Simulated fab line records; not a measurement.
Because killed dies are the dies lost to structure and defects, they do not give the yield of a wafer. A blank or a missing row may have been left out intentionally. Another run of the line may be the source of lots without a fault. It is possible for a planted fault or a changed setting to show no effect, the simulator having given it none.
Matching of chambers -- flow nand_harc -- NHARC_P_M2_CMP_23 on cmp-02: 4 sister chambers
The step polishes, t overpolish 20 s, target thk 144.3 nm. 18 wafers are shown with their chamber, then 9 later ones without.

## WAFERS WITH THEIR CHAMBER
wafer,chamber,motor_current_A (A),time_to_endpoint_s (s),edge_zone_pressure_frac
L451.1,1,9.5,31.7,1.001
L451.5,1,9.6,31.5,1.001
L451.6,0,11.4,32.2,1.002
L453.3,0,10.7,24.5,1.001
L453.4,3,11.9,29.0,0.989
L453.5,0,11.4,30.8,0.996
L454.3,2,10.6,28.2,0.994
L454.4,3,11.4,28.9,1.002
L454.6,1,9.9,28.6,0.997
L455.2,2,9.8,24.2,1.000
L455.5,1,9.5,25.8,0.999
L455.6,0,10.8,26.8,0.995
L456.4,3,12.5,24.5,0.999
L456.5,3,12.1,24.1,1.007
L456.6,0,11.1,23.8,0.995
L457.2,1,10.2,29.6,1.006
L457.5,3,11.8,26.1,0.990
L457.6,2,10.1,26.3,0.995

SIGNATURES (averages over the wafers above)
reading,chamber 0,chamber 1,chamber 2,chamber 3,scatter within a chamber
motor_current_A,11.080,9.740,10.167,11.940,0.356
time_to_endpoint_s,27.620,29.440,26.233,26.520,2.79
edge_zone_pressure_frac,0.99780,1.00080,0.99633,0.99740,0.00502
Rule: for a wafer and a chamber, the distance is found by dividing, reading by reading, the gap between the wafer's reading and the chamber's mean by the reading's scatter, squaring, summing and taking the root. If the next closest chamber is less than 2 further off than the closest, the wafer can't be placed; otherwise it belongs to the closest. The scatter is the square root of a quotient: the sum, over the shown wafers, of each reading's squared deviation from its chamber's mean, divided by wafers minus chambers.

## WAFERS WITHOUT THEIR CHAMBER
wafer,motor_current_A (A),time_to_endpoint_s (s),edge_zone_pressure_frac
L467.3,9.7,32.4,0.988
L467.5,11.5,30.9,1.004
L467.6,11.2,35.2,0.998
L472.2,9.2,30.8,1.000
L472.4,10.4,28.9,1.001
L472.5,10.9,31.4,0.998
L474.2,11.0,26.6,0.998
L474.3,10.4,29.4,0.998
L474.5,12.2,28.3,0.997

## WHICH CHAMBER EACH WENT THROUGH
wafer,from the rows above,in truth
L467.3,can't be placed: 1 or 2 or 0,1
L467.5,can't be placed: 0 or 3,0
L467.6,can't be placed: 0 or 3 or 2 or 1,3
L472.2,can't be placed: 1 or 2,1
L472.4,can't be placed: 2 or 1 or 0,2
L472.5,can't be placed: 0 or 2 or 1 or 3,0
L474.2,can't be placed: 0 or 2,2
L474.3,can't be placed: 2 or 1 or 0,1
L474.5,3,3
Placed correctly: 1 of 9. Not placeable from these rows: 8 (in 8, the candidates include the true chamber). Placed wrongly: 0.
